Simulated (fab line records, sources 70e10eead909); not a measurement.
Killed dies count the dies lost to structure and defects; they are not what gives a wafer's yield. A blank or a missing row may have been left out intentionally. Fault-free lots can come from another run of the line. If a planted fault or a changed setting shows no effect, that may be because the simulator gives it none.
Comparing a struck lot with a sound one | flow nand-harc | 41 steps out of a route of 1159
Sound: these wafers, L649.2, L649.5, L649.6. Struck: wafer L646.4. At the end, the cause is stated.
At each step with rows: each side's tool, then ch and its chambers, then its first start. Under that, the readings that differ: sound wafers | struck wafers | difference of the means | sigmas: that difference in standard deviations of wafers without a fault.
alike: readings with means less than 2 such deviations apart, plus words and numbers identical on both sides. not compared: withheld readings, readings lacking a value on some wafer, bounds such as >300 that could conceal the same value, and numbers that have no deviation in the record and whose values overlap.
The two part at a step that has a row with sigmas, a row that says differs or no value, or rows on one side only. When numbers do not overlap yet have no deviation, they are printed without sigmas and do not part them. A reading that every wafer of one side lacks parts them only if that side has two wafers or more.

first, 2 steps without rows for these wafers: NHARC_A_STAIRCASE_HARDBAKE_218 (time 140 s); NHARC_A_STAIRCASE_DESCUM_219 (chemistry O2, time 3 s).
NHARC_A_STAIRCASE_TRIM_220: chemistry O2, time 211.2 s.
  sound on rie-diel-03 ch 0,3, day 15 09:32; struck on rie-diel-11 ch 1, day 15 03:38
  alike: drypump-motor-current-A, oes-product-au, rf-vpp-V, showerhead-plenum-p-Torr, throttle-valve-pct
  not compared: rf-hours-counter-h
then, 8 steps without rows for these wafers: NHARC_A_STAIRCASE_ETCH_221 (etches the open film in C4F8/O2, target depth 100 nm, time 40.5 s); NHARC_A_STAIRCASE_TRIM_222 (chemistry O2, time 211.2 s); NHARC_A_STAIRCASE_ETCH_223 (etches the open film in C4F8/O2, target depth 100 nm, time 40.5 s); NHARC_A_STAIRCASE_TRIM_224 (chemistry O2, time 211.2 s); NHARC_A_STAIRCASE_ETCH_225 (etches the open film in C4F8/O2, target depth 100 nm, time 40.5 s); NHARC_A_STAIRCASE_TRIM_226 (chemistry O2, time 211.2 s); NHARC_A_STAIRCASE_ETCH_227 (etches the open film in C4F8/O2, target depth 100 nm, time 40.5 s); NHARC_A_STAIRCASE_TRIM_229 (chemistry O2, time 211.2 s).
NHARC_A_STAIRCASE_ETCH_230: etches the open film in C4F8/O2, target depth 100 nm, time 40.5 s.
  sound on rie-diel-07 ch 1,2,3, day 15 10:49; struck on rie-diel-11 ch 2, day 15 05:01
  alike: oes-product-au, rf-vpp-V
  not compared: rf-hours-counter-h
then, 4 steps without rows for these wafers: NHARC_A_STAIRCASE_TRIM_231 (chemistry O2, time 211.2 s); NHARC_A_STAIRCASE_ETCH_232 (etches the open film in C4F8/O2, target depth 100 nm, time 40.5 s); NHARC_A_STAIRCASE_TRIM_233 (chemistry O2, time 211.2 s); NHARC_A_STAIRCASE_ETCH_234 (etches the open film in C4F8/O2, target depth 100 nm, time 40.5 s).
NHARC_A_STAIRCASE_TRIM_235: chemistry O2, time 211.2 s.
  sound on rie-diel-07 ch 0,3; struck on rie-diel-11 ch 3
  reading                         | sound          | struck | difference | sigmas
  showerhead-plenum-p-Torr (Torr) | 3.60 3.53 3.60 | 3.39   | -0.19      | -2
  alike: drypump-motor-current-A, oes-product-au, rf-vpp-V, throttle-valve-pct
  not compared: rf-hours-counter-h
then, 14 steps without rows for these wafers: NHARC_A_STAIRCASE_ETCH_236 (etches the open film in C4F8/O2, target depth 100 nm, time 40.5 s); NHARC_A_STAIRCASE_STRIP_238 (strips in O2); NHARC_A_STAIRCASE_STRIP_239 (strips in SPM, time 900 s); NHARC_A_STAIRCASE_PRECLEAN_240 (cleans in SC1); NHARC_A_STAIRCASE_SRD_241; NHARC_A_STAIRCASE_DEHYDRATE_242 (time 120 s); NHARC_A_STAIRCASE_HMDS_243 (time 30 s); NHARC_A_STAIRCASE_COAT_244; NHARC_A_STAIRCASE_SOFTBAKE_245 (time 170 s); NHARC_A_STAIRCASE_EBR_246; NHARC_A_STAIRCASE_EXPOSE_247 (exposes mask SDS 1); NHARC_A_STAIRCASE_PEB_248 (peb time 130 s); NHARC_A_STAIRCASE_DEVELOP_249 (time 140 s); NHARC_A_STAIRCASE_HARDBAKE_251 (time 140 s).
NHARC_A_STAIRCASE_DESCUM_252: chemistry O2, time 3 s.
  sound on rie-diel-07 ch 1,2, day 15 13:16; struck on rie-diel-11 ch 0, day 15 07:29
  reading                | sound                | struck | difference | sigmas
  throttle-valve-pct (%) | 11.303 11.304 11.308 | 11.324 | +0.019     | +2
  alike: drypump-motor-current-A, oes-product-au, rf-vpp-V, showerhead-plenum-p-Torr
  not compared: rf-hours-counter-h
then, 5 steps without rows for these wafers: NHARC_A_STAIRCASE_ETCH_253 (etches the open film in C4F8/O2, target depth 50 nm, time 20.2 s); NHARC_A_STAIRCASE_STRIP_254 (strips in O2); NHARC_A_STAIRCASE_STRIP_255 (strips in SPM, time 900 s); NHARC_A_STAIRCASE_PRECLEAN_256 (cleans in SC1); NHARC_A_STAIRCASE_SRD_257.
NHARC_A_STAIRCASE_HM_DEP_456: deposits aC, target thk 1500 nm.
  sound on acl-dep-03 ch 0, day 15 17:11; struck on acl-dep-02 ch 0, day 15 12:12
  alike: throttle-valve-pct
NHARC_A_STAIRCASE_DEP_259: deposits SiON, target thk 30 nm.
  sound on pecvd-01 ch 0,1,2, day 15 18:49; struck on pecvd-01 ch 0, day 15 13:47
  alike: heater-power-w
-- record jumps: 3 days separate the struck wafers' starts on either side; left off in module A_STAIRCASE, taken up again in module A_SGD_CUT, whose first shown step is the route's number 747 --
NHARC_A_SGD_CUT_DEP_00: deposits SiNx, target thk 50 nm.
  sound on pecvd-01 ch 0,2, day 18 07:44; struck on pecvd-01 ch 1, day 18 02:40
  reading | sound | struck                   | difference                   | sigmas
  hold    | - - - | await-dispo/5.1h/release | no value on the sound wafers |
  alike: heater-power-w
-- record jumps: 7 days between struck wafers' starts before vs after; left off in module A_SGD_CUT, resumes in module END, first step shown is number 1159 of the route --
NHARC_END_SORT_01:
  sound on prober-01 ch 0, day 24 06:43; struck on prober-02 ch 0, day 25 14:05
  reading         | sound    | struck | difference | sigmas
  killed-at-array | 38 34 26 | 70     | +37        | +4
  killed-dies     | 44 37 30 | 76     | +39        | +4
  alike: killed-at-other, killed-at-periphery, killed-open, killed-short

== WHERE THEY PART ==
Last at NHARC_END_SORT_01 as far as this record goes, first at NHARC_A_STAIRCASE_TRIM_235.

WHY: what had been put in by the simulator
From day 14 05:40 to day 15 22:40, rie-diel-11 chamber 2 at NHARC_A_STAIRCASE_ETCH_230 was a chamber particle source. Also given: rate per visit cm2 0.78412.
